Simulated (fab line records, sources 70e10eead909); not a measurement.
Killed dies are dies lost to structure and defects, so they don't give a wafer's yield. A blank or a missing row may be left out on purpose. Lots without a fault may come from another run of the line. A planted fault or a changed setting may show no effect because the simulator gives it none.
Chamber matching | flow nand_harc | NHARC_P_STI_CMP_21 on cmp-02: 4 sister chambers
The step polishes, t overpolish 20 s, target thk 380.67 nm. 8 wafers are shown with their chamber, then 9 later ones without.

WAFERS WITH THEIR CHAMBER
wafer  | chamber | motor_current_A (A) | slurry_filter_dp_kPa (kPa)
L084.6 | 2       | 12.2                | 13.36
L086.6 | 1       | 13.1                | 13.75
L088.2 | 2       | 11.4                | 13.39
L088.4 | 3       | 9.7                 | 13.65
L088.5 | 3       | 10.2                | 13.30
L089.1 | 1       | 13.7                | 13.66
L089.3 | 0       | 12.6                | 13.51
L089.6 | 0       | 12.6                | 13.69

WAFERS WITHOUT THEIR CHAMBER
wafer  | motor_current_A (A) | slurry_filter_dp_kPa (kPa)
L091.1 | 13.6                | 13.47
L091.3 | 9.7                 | 13.71
L091.6 | 12.0                | 13.40
L094.1 | 13.5                | 13.70
L094.2 | 13.7                | 13.61
L094.4 | 11.4                | 13.33
L097.2 | 9.6                 | 13.60
L097.4 | 13.1                | 13.53
L097.5 | 13.4                | 13.40

WHICH CHAMBER EACH WENT THROUGH
wafer  | from the rows above          | in truth
L091.1 | can't be placed: 1 or 0      | 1
L091.3 | 3                            | 3
L091.6 | can't be placed: 2 or 0      | 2
L094.1 | 1                            | 1
L094.2 | can't be placed: 1 or 0      | 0
L094.4 | 2                            | 2
L097.2 | 3                            | 3
L097.4 | can't be placed: 0 or 1      | 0
L097.5 | can't be placed: 1 or 0 or 2 | 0
Placed correctly: 4 of 9. Can't be placed from these rows: 5 (the true chamber is among the candidates in 5). Placed wrongly: 0.
How it was worked out, from the rows above alone: a wafer's distance from a chamber is the root of the sum, over the readings, of the square of ((its reading less the chamber's mean) divided by the reading's scatter). The wafer belongs to the nearest chamber; if the next one is less than 2 further off, it can't be placed. A chamber's mean is the mean of its shown wafers. The scatter: the root of (the sum of the squares of (reading less its chamber's mean) over the shown wafers, divided by (wafers less chambers)).
